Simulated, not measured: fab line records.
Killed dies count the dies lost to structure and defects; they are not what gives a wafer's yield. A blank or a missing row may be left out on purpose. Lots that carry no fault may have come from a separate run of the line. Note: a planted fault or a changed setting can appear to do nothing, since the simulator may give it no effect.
Matching of chambers / flow nand_harc / NHARC_A_DECK1_JOINT_CMP_02 on cmp-02 has 4 sister chambers
The step polishes SiOx. 4 wafers are shown with their chamber, then 9 later ones without.

WAFERS WITH THEIR CHAMBER
wafer=L083.1; chamber=1; motor_current_A (A)=11.6
wafer=L087.1; chamber=0; motor_current_A (A)=13.5
wafer=L087.3; chamber=3; motor_current_A (A)=11.8
wafer=L087.6; chamber=2; motor_current_A (A)=11.9

WAFERS WITHOUT THEIR CHAMBER
wafer=L089.2; motor_current_A (A)=11.7
wafer=L089.5; motor_current_A (A)=12.3
wafer=L089.6; motor_current_A (A)=10.8
wafer=L092.1; motor_current_A (A)=12.2
wafer=L092.2; motor_current_A (A)=13.2
wafer=L092.4; motor_current_A (A)=11.4
wafer=L094.1; motor_current_A (A)=12.2
wafer=L094.4; motor_current_A (A)=13.8
wafer=L094.5; motor_current_A (A)=10.9

WHICH CHAMBER EACH ONE RAN IN
wafer=L089.2; from the rows above=can't be placed: 1 or 3 or 2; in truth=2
wafer=L089.5; from the rows above=can't be placed: 2 or 3 or 1 or 0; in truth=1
wafer=L089.6; from the rows above=can't be placed: 1 or 3 or 2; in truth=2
wafer=L092.1; from the rows above=can't be placed: 2 or 3 or 1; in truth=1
wafer=L092.2; from the rows above=0; in truth=0
wafer=L092.4; from the rows above=can't be placed: 1 or 3 or 2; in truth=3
wafer=L094.1; from the rows above=can't be placed: 2 or 3 or 1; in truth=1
wafer=L094.4; from the rows above=0; in truth=0
wafer=L094.5; from the rows above=can't be placed: 1 or 3 or 2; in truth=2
Placed correctly: 2 of 9. From these rows, 7 cannot be placed; in 7 the true chamber is one of the candidates. 0 placed wrongly.
How it was worked out, from the rows above alone: a wafer's distance from a chamber is the root of the sum, over the readings, of the square of ((its reading less the chamber's mean) divided by the reading's scatter). The wafer belongs to the nearest chamber; if the next one is less than 2 further off, it can't be placed. The mean given for a chamber averages the wafers shown for that chamber. The scatter (one wafer shown for each chamber): square how far every hidden wafer sits from the nearest shown wafer, average those squares and take the square root.
